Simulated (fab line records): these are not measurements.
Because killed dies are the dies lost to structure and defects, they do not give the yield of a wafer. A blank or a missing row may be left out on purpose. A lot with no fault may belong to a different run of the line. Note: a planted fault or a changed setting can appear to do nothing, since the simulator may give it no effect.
Chamber matching + flow n5Finfet + N5_BEOL_M1_ILD_DEP_00 on pecvd-01: 3 sister chambers
The step deposits SiOC from DEMS/O2, target thk 79 nm, time 15.3 s. 6 wafers are shown with their chamber, then 12 later ones without.

## WAFERS PAIRED WITH THEIR CHAMBERS
| wafer  | chamber | throttleValvePct (%) | showerheadPlenumPTorr (Torr) |
|--------|---------|----------------------|------------------------------|
| L081.6 | 1       | 11.9                 | 5.674                        |
| L083.1 | 1       | 12.5                 | 5.667                        |
| L083.2 | 0       | 11.4                 | 5.717                        |
| L085.1 | 0       | 11.3                 | 5.705                        |
| L085.2 | 2       | 12.0                 | 5.699                        |
| L085.6 | 2       | 12.1                 | 5.702                        |

## WAFERS WITHOUT THEIR CHAMBER
| wafer  | throttleValvePct (%) | showerheadPlenumPTorr (Torr) |
|--------|----------------------|------------------------------|
| L087.1 | 12.3                 | 5.703                        |
| L087.2 | 11.3                 | 5.727                        |
| L087.3 | 12.0                 | 5.681                        |
| L089.1 | 11.9                 | 5.673                        |
| L089.2 | 11.3                 | 5.713                        |
| L089.5 | 12.0                 | 5.668                        |
| L090.2 | 12.0                 | 5.665                        |
| L090.4 | 11.2                 | 5.723                        |
| L090.6 | 12.0                 | 5.668                        |
| L095.1 | 12.0                 | 5.683                        |
| L095.3 | 11.9                 | 5.670                        |
| L095.6 | 11.9                 | 5.665                        |

## EACH ONE'S CHAMBER
| wafer  | from the rows above     | in truth |
|--------|-------------------------|----------|
| L087.1 | 2                       | 2        |
| L087.2 | 0                       | 0        |
| L087.3 | can't be placed: 1 or 2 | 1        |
| L089.1 | 1                       | 1        |
| L089.2 | 0                       | 0        |
| L089.5 | 1                       | 1        |
| L090.2 | 1                       | 1        |
| L090.4 | 0                       | 0        |
| L090.6 | 1                       | 1        |
| L095.1 | can't be placed: 1 or 2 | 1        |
| L095.3 | 1                       | 1        |
| L095.6 | 1                       | 1        |
Correct placement for 10 of the 12. Can't be placed from these rows: 2 (the true chamber is among the candidates in 2). Wrongly placed: 0.
How it was worked out, from the rows above alone: a wafer's distance from a chamber is the root of the sum, over the readings, of the square of ((its reading less the chamber's mean) divided by the reading's scatter). The wafer belongs to the nearest chamber; if the next one is less than 2 further off, it can't be placed. Each chamber's mean is taken over the wafers shown for it. The scatter: take each reading less its chamber's mean, square it, sum over the shown wafers, divide by the number of wafers less the number of chambers, and take the root.
